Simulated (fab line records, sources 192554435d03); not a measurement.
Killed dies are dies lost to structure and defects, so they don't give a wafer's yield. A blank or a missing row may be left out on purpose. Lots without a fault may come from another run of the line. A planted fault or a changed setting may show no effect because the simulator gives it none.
fab line records | flow n5_finfet
record lots=3 wafers=8 last_day=18
route steps=1938 shown BEOL_M14@1741 BEOL_M15@1773 PASSIVATION@1936
lots that met no fault: from a run of the same line without faults
start_h: hours from the record's first day to the start of the lot's first wafer shown | wait_h: hours since the lot's step before | " the same as in the row above | L1.1+2: a row that stands for several wafers | - no value, or no start given | * or withheld: withheld | < > ~ a bound
route shown NAME@n: a module of which the file shows steps, and the number in the route of the first | usual: mean/standard deviation of fault-free wafers | same: alike in all rows | chamber/n: place in a boat | sites: the reading at each site | _std_site: their standard deviation | _edge_site: outer sites' mean less inner sites' | radius_mm: how far each site lies from the wafer's centre | mask NAME#n: copy n | behind: the tool/chamber that last shaped the wafer | hold: why the lot was held/for how many hours/how that ended | device: the transistor (n, p or np) that didn't switch | end of line: the same wafers' tests at the end of the route | a step without rows: its recipe alone | killed: dies lost to structure and defects at the first sort, not the wafer's yield | map: a wafer's dies, x killed, . not, _ none there
set.NAME: the setting as run; set.NAME@STEP: as run at that earlier step | model.NAME: the simulator's own value behind a step, which no gauge read
lots at some steps of the route; a table a step, a row a wafer
services: from which hour (start_h, from the record's first day; less than 0 if before it) a tool's chamber was out of use, for how many hours, and why
## steps
# step N5_BEOL_M14_SOFTBAKE_23
# recipe temp_c=130 time_s=60
# step N5_BEOL_M14_EXPOSE_25
# recipe mask_id=M14 na=0.8 source_shape=annular sigma_inner=0.5 sigma_outer=0.8 polarization=unpolarized target_cd_nm=280 dose_mj=26.6
# step N5_BEOL_M14_PEB_26
# recipe peb_temp_c=130 peb_time_s=90
# step N5_BEOL_M14_DEVELOP_27
# recipe develop_time_s=45 rinse_liquid=diw dry=air_spin dev_temp_c=21
# step N5_BEOL_M14_HARDBAKE_32
# recipe temp_c=130 time_s=120
# step N5_BEOL_M14_DESCUM_33
# recipe chemistry=O2 time_s=7.9 source_power_w=50 bias_power_w=20 pressure_mtorr=20 rf_frequency_hz=2.712e+07 temp_c=40 o2_flow_sccm=225
# step N5_BEOL_M14_ETCH_67
# recipe chemistry=CF4 target=SiARC target_depth_a=1430 time_s=238.3 ion_energy_ev=80 pressure_mtorr=40 source_w=545 bias_w=36 Ar_flow_sccm=100 cf4_flow_sccm=100 ends=cleared
# step N5_BEOL_M14_ETCH_68
# recipe chemistry=N2/H2 target=SOC mask_material=SiARC source_w=3000 bias_w=350 temp_c=40 time_s=450 ion_energy_ev=200 pressure_mtorr=30 n2_flow_sccm=200 h2_flow_sccm=200
# step N5_BEOL_M14_STRIP_69
# recipe chemistry=N2/H2 temp_c=40 n2_flow_sccm=200 h2_flow_sccm=200 rf_frequency_hz=6e+07
# step N5_BEOL_M14_TRENCH_ETCH_34
# recipe chemistry=C4F8/O2/Ar target=SiO2 target_depth_a=5566.5 mask_material=SOC he_inner_torr=15 he_outer_torr=30 time_s=126.9 ion_energy_ev=800 pressure_mtorr=20 source_w=1905 bias_w=2040 Ar_flow_sccm=400 C4F8_flow_sccm=16 O2_flow_sccm=12
# usual chamber_pressure_mTorr=19.998/0.019 drypump_motor_current_A=5.6/0.6 he_inner_torr=15.002/0.029 he_outer_torr=30.00/0.059 oes_ar_750_au=0.80/0.06 oes_f_703_au=0.79/0.061 oes_o_777_au=0.79/0.062 oes_product_au=0.80/0.065 rf_vpp_V=2215/33 showerhead_plenum_p_Torr=3.45/0.11 throttle_valve_pct=30.96/0.29
# columns lot.wafer tool chamber start_h wait_h chamber_pressure_mTorr drypump_motor_current_A he_inner_torr he_outer_torr oes_ar_750_au oes_f_703_au oes_o_777_au oes_product_au rf_hours_counter_h rf_vpp_V showerhead_plenum_p_Torr throttle_valve_pct model.etch.depth_nm
L511.1 rie_diel-05 3 315.72 0.0 20.014 5.7 15.037 29.98 0.78 0.79 0.78 0.79 103 2197 3.31 30.48 542.9
L511.6 " 3 " " 19.982 5.7 15.036 29.90 0.78 0.80 0.79 0.79 - 2198 3.31 30.48 568.4
L526.4 rie_diel-03 1 406.95 0.0 19.989 4.7 14.967 30.06 0.75 0.73 0.72 0.76 139 2267 3.32 31.35 560.1
L526.5 " 0 " " 19.995 5.7 15.010 29.96 0.82 0.83 0.82 0.83 - 2167 3.61 30.95 564.6
L526.6 " 1 " " 19.965 4.7 14.972 30.07 0.74 0.73 0.71 0.76 - 2265 3.32 31.35 558.4
L525.1 rie_diel-05 2 409.32 0.0 19.980 6.6 14.994 29.93 0.76 0.76 0.76 0.78 136 2235 3.43 30.79 580.8
L525.3 " 0 " " 20.007 5.1 15.015 30.01 0.77 0.77 0.76 0.77 125 2214 3.45 30.75 555.1
L525.4 " 3 " " 20.010 5.7 14.935 29.96 0.76 0.77 0.76 0.75 137 2196 3.29 30.52 560.3
# step N5_BEOL_M14_STRIP_70
# recipe chemistry=C4F8/O2/Ar resist=SiARC rf_frequency_hz=6e+07
# step N5_BEOL_M14_STRIP_37
# recipe chemistry=O2 power_w=600 temp_c=60 pressure_mtorr=30 rf_frequency_hz=6e+07 bias_power_w=0 overash_fraction=0.3 o2_flow_sccm=225
# step N5_BEOL_M14_ETCH_38
# recipe chemistry=CF4/N2 target=SiCN target_depth_a=1065 taper_deg=2 time_s=120.6 ion_energy_ev=150 mask_material=SiO2 pressure_mtorr=40 source_w=430 bias_w=70 Ar_flow_sccm=100 cf4_flow_sccm=60 n2_flow_sccm=60
# step N5_BEOL_M14_PRECLEAN_39
# recipe chemistry=residue_remover time_s=60 temp_c=40
# step N5_BEOL_M14_SRD_40
# recipe time_s=30 temp_c=23 rinse_liquid=diw dry=n2_spin spin_rpm=1500 dry_time_s=30
# step N5_BEOL_M14_DEGAS_41
# recipe ambient=vacuum temp_c=300 time_s=60
# step N5_BEOL_M14_PRE_CLEAN_42
# recipe gas=H2/He time_s=30 temp_c=300
# step N5_BEOL_M14_SPUTTER_43
# recipe material=TaN target_thk_a=150 temp_c=50 bias_v=168.6 power_w=15000 chamber_pressure_pa=0.12 time_s=24.19
# step N5_BEOL_M14_SPUTTER_44
# recipe material=Ta target_thk_a=150 temp_c=50 bias_v=80 power_w=15000 chamber_pressure_pa=0.07 time_s=24.19
# step N5_BEOL_M14_SPUTTER_45
# recipe material=Cu target_thk_a=1000 temp_c=-20 bias_v=60 power_w=26000 chamber_pressure_pa=0.13 time_s=16.67
# step N5_BEOL_M14_ECD_47
# recipe material=Cu target_thk_a=12480
# step N5_BEOL_M14_ANNEAL_48
# recipe temp_c=225 time_s=90 ambient=N2
# step N5_BEOL_M14_CMP_49
# recipe stop_on=SiO2 t_overpolish_s=5.2 down_force_psi=2 platen_rpm=80 clearing_platen_down_force_psi=2 clearing_platen_rpm=80 post_cmp_clean=cu_alkaline target_thk_nm=560 clearing_platen_pad_velocity_m_s=1.5917 pad_velocity_m_s=1.5917
# usual barrier_field_endpoint_s=11.42/0.29 motor_current_A=8.0/0.57 overpolish_run_s=5.200/0.0098 time_to_endpoint_s=122/4.7
# columns lot.wafer tool chamber start_h wait_h barrier_field_endpoint_s motor_current_A overpolish_run_s time_to_endpoint_s model.Cu_of_BEOL_M14_ECD_47.thk_nm
L511.1 cmp-01 1 320.60 0.3 11.41 7.4 5.209 125 547
L511.6 " 1 " " 11.41 7.3 5.200 122 571
L526.4 cmp-02 3 411.13 0.2 11.79 7.7 5.205 131 563.6
L526.6 " 2 " " 11.45 8.9 5.193 128 561.4
L526.5 " 3 " " 11.72 7.6 5.202 130 568.2
L525.4 cmp-02 1 411.70 0.2 11.69 8.1 5.189 129 564
L525.1 " 2 " " 11.74 9.3 5.204 125 583.8
L525.3 " 3 " " 11.99 7.4 5.193 129 559.4
# step N5_BEOL_M14_PRE_CLEAN_52
# recipe gas=NH3 time_s=15 temp_c=withheld rf_power_w=300
# step N5_BEOL_M14_DEP_53
# recipe material=SiCN target_thk_a=500 temp_c=withheld precursor=3MS/NH3 pressure_torr=3 rf_w=675 time_s=17.8
# step N5_BEOL_M15_ILD_DEP_00
# recipe material=SiO2 target_thk_a=16293 temp_c=400 precursor=TEOS/O2 pressure_torr=6.5 rf_w=900 teos_flow_sccm=161.4 gas=O2 flow_sccm=2650 time_s=346.1
# step N5_BEOL_M15_COAT_58
# recipe resist=BARC temp_c=205 time_s=60 spin_rpm=1500 resist_thk_nm=89
# step N5_BEOL_M15_COAT_04
# recipe spin_rpm=1704 resist_thk_nm=800
# step N5_BEOL_M15_EBR_06
# recipe solvent=PGMEA ebr_width_mm=1.5
# step N5_BEOL_M15_SOFTBAKE_05
# recipe temp_c=130 time_s=60
# step N5_BEOL_M15_EXPOSE_07
# recipe mask_id=V14 na=0.8 source_shape=annular sigma_inner=0.5 sigma_outer=0.8 polarization=unpolarized attpsm_phase_deg=180 dose_mj=41.25
# step N5_BEOL_M15_PEB_08
# recipe peb_temp_c=130 peb_time_s=90
# step N5_BEOL_M15_DEVELOP_09
# recipe develop_time_s=45 rinse_liquid=diw dry=air_spin dev_temp_c=21
# step N5_BEOL_M15_HARDBAKE_14
# recipe temp_c=130 time_s=120
# step N5_BEOL_M15_RC_MEAS_101
# usual COMB_M10=1.5e-11/3.2e-12 COMB_M11=1.4e-11/3.3e-12 COMB_M12=6.2e-12/1.2e-12 COMB_M13=4.9e-12/1.3e-12 COMB_M13_max_site=7e-12/1.9e-12 COMB_M14=3.5e-12/8.9e-13 COMB_M15=2.4e-12/6.7e-13 COMB_M5=3.6e-11/6e-12 COMB_M6=2.6e-11/4.8e-12 COMB_M6_max_site=3.8e-11/8.2e-12 COMB_M7=2.6e-11/6.1e-12 COMB_M8=2.5e-11/5.2e-12 COMB_M9=1.4e-11/3.2e-12 SERP_M10=3.02/0.094 SERP_M11=3.12/0.071 SERP_M12=0.626/0.017 SERP_M13=0.310/0.0065 SERP_M13_max_site=0.314/0.0069 SERP_M14=0.158/0.0036 SERP_M14_max_site=0.160/0.0035 SERP_M5=39.9/1.9 SERP_M6=13.9/0.56 SERP_M7=14.3/0.48 SERP_M8=13.8/0.65 SERP_M9=3.14/0.084
# columns lot.wafer tool chamber start_h wait_h COMB_M10[S/m] COMB_M11[S/m] COMB_M12[S/m] COMB_M13[S/m] COMB_M13_max_site[S/m] COMB_M14[S/m] COMB_M15[S/m] COMB_M5[S/m] COMB_M6[S/m] COMB_M6_max_site[S/m] COMB_M7[S/m] COMB_M8[S/m] COMB_M9[S/m] SERP_M10[ohm/um] SERP_M11[ohm/um] SERP_M12[ohm/um] SERP_M13[ohm/um] SERP_M13_max_site[ohm/um] SERP_M14[ohm/um] SERP_M14_max_site[ohm/um] SERP_M5[ohm/um] SERP_M6[ohm/um] SERP_M7[ohm/um] SERP_M8[ohm/um] SERP_M9[ohm/um]
L511.1 prober-01 0 327.71 0.0 1.5e-11 2.8e-11 6.2e-12 7.6e-12 1.19e-11 5.1e-12 3.2e-12 2.9e-11 2.4e-11 3.7e-11 2.7e-11 2.9e-11 1.4e-11 2.88 3.17 0.623 0.301 0.303 0.169 0.171 39.1 13.7 14.2 14.1 3.20
L511.6 " 0 " " 1.4e-11 1.3e-11 6.7e-12 7.1e-12 1.14e-11 3.4e-12 3e-12 3.8e-11 2.7e-11 4.5e-11 4.3e-11 2.8e-11 1.2e-11 3.07 3.13 0.629 0.310 0.313 0.159 0.161 41.3 13.6 14.5 14.3 3.17
L526.4 prober-01 0 419.56 0.5 1.1e-11 1.3e-11 7.1e-12 4.5e-12 6.1e-12 5e-12 3.2e-12 3.9e-11 2.7e-11 4e-11 3.1e-11 2.3e-11 1.4e-11 3.16 3.18 0.601 0.312 0.316 0.162 0.163 42.5 14.4 14.8 14.8 3.05
L526.5 " 0 " " 1.7e-11 1.6e-11 7.7e-12 4.8e-12 6e-12 3.4e-12 2.7e-12 3.4e-11 2.7e-11 4.1e-11 2.6e-11 3e-11 1.6e-11 3.11 3.11 0.597 0.307 0.310 0.158 0.160 40.6 14.8 14.3 13.1 3.09
L526.6 " 0 " " 1.7e-11 1.6e-11 5.9e-12 4.6e-12 7e-12 4.6e-12 2.3e-12 4.4e-11 3.3e-11 3.7e-11 2.1e-11 1.6e-11 1.6e-11 3.09 3.19 0.600 0.302 0.304 0.162 0.164 39.6 14.8 14.7 13.2 3.00
L525.1 prober-01 0 420.66 0.0 1.9e-11 1.8e-11 6.8e-12 4.2e-12 6.6e-12 3.3e-12 3.8e-12 2.7e-11 2.2e-11 3.4e-11 2.2e-11 2.5e-11 1.3e-11 3.06 3.13 0.628 0.313 0.318 0.153 0.155 40.3 13.3 14.3 13.5 3.20
L525.3 " 0 " " 1.6e-11 1.6e-11 6.2e-12 4.7e-12 5.8e-12 3.7e-12 2.8e-12 3.1e-11 2.4e-11 2.7e-11 3.4e-11 3.8e-11 1.6e-11 3.01 3.21 0.606 0.311 0.316 0.159 0.161 37.6 13.7 14.9 13.2 3.15
L525.4 " 0 " " 1.9e-11 1.3e-11 5.8e-12 5.9e-12 7.3e-12 3.8e-12 3.3e-12 3.5e-11 2.5e-11 3.2e-11 2.9e-11 2.2e-11 1.4e-11 3.04 3.17 0.624 0.319 0.320 0.159 0.162 40.0 13.4 13.5 12.4 3.16
# step N5_PASSIVATION_PROBE_49
# usual defect_limited_yield=91.3/1.3 killed_at_M0_to_M3=34/9.1 killed_at_M4_up=14/5.6 killed_at_contacts=13/5.9 killed_at_front_end=39/11 killed_at_other=3.6/3 killed_dies=102/16 killed_open=68/12 killed_short=33/7.3 sort_bin_5_function=5.2/0.89 sort_bin_6_memory=3.2/0.68 sort_n_pass=1078/16 sort_yield_pct=91.3/1.3
# same gross_dies=1180 killed_at_back_side=0 sort_bin_4_leakage[%]=0 sort_bin_8_speed[%]=0
# columns lot.wafer tool chamber start_h wait_h defect_limited_yield[%] killed_at_M0_to_M3 killed_at_M4_up killed_at_contacts killed_at_front_end killed_at_other killed_dies killed_open killed_short sort_bin_5_function[%] sort_bin_6_memory[%] sort_n_pass sort_yield_pct[%]
L511.1 prober-01 - 341.74 0.0 87.8 49 10 12 70 3 144 99 44 7.8 4.3 1036 87.8
L511.6 prober-01 - 341.99 0.3 91.2 27 21 15 40 1 104 71 30 5.3 3.1 1076 91.2
# killed by level:class
L511.1 STI_FIN_REVEAL:geometric_particle:open=20 FIN_SAQP:geometric_particle:open=18 BEOL_M0_SAQP:geometric_particle:open=16 BEOL_M0_SAQP:geometric_particle:short=11 BEOL_M2:geometric_particle:open=11 MOL_CONTACT_COAG:geometric_particle:open=10 FIN_SAQP:geometric_particle:short=9 BEOL_M4:geometric_particle:open=5
L511.6 FIN_SAQP:geometric_particle:open=14 MOL_CONTACT_COAG:geometric_particle:open=10 BEOL_M2:geometric_particle:open=10 BEOL_M4:geometric_particle:open=8 FIN_SAQP:geometric_particle:short=7 GATE_CUT:geometric_particle:open=5 MOL_CONTACT_COAG:geometric_particle:short=5 BEOL_M0_SAQP:geometric_particle:open=4
## services
# columns tool chamber start_h hours kind
rie_diel-03 - 317.11 0.4 repair
cmp-02 - 325.38 4.0 pm
cmp-01 - 325.73 2.3 repair
cmp-02 - 329.38 - consumable_replace:conditioner
cmp-02 - 329.38 - consumable_replace:pad
rie_diel-03 - 340.17 4.3 pm
cmp-01 - 345.33 1.5 repair
cmp-01 - 348.51 0.6 repair
rie_diel-05 1 364.60 - clean
rie_diel-05 1 364.60 - consumable_replace:focus_ring
rie_diel-05 1 364.60 27.4 scheduled_down
rie_diel-05 1 364.60 27.4 vent_cycle
cmp-02 - 404.00 1.1 repair
## key
first_sign step=N5_BEOL_M15_RC_MEAS_101 reading=SERP_M14_max_site direction=up sigmas=3 usual=0.160 struck=0.171
effect none on later readings
model_effect step=N5_BEOL_M14_TRENCH_ETCH_34 value=etch.depth_nm without=566.9 struck=542.9
model_effect step=N5_BEOL_M14_CMP_49 value=Cu_of_BEOL_M14_ECD_47.thk_nm without=571 struck=547
met_at N5_BEOL_M14_TRENCH_ETCH_34
struck_wafers L511.1
fault kind=process_parameter_drift tool=rie_diel-05 chamber=- onset_h=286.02 steps=N5_BEOL_M14_TRENCH_ETCH_34 channel=time_s offset=* shape=step end_h=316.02 scope=struck_wafers_only acts_in=* stated=*
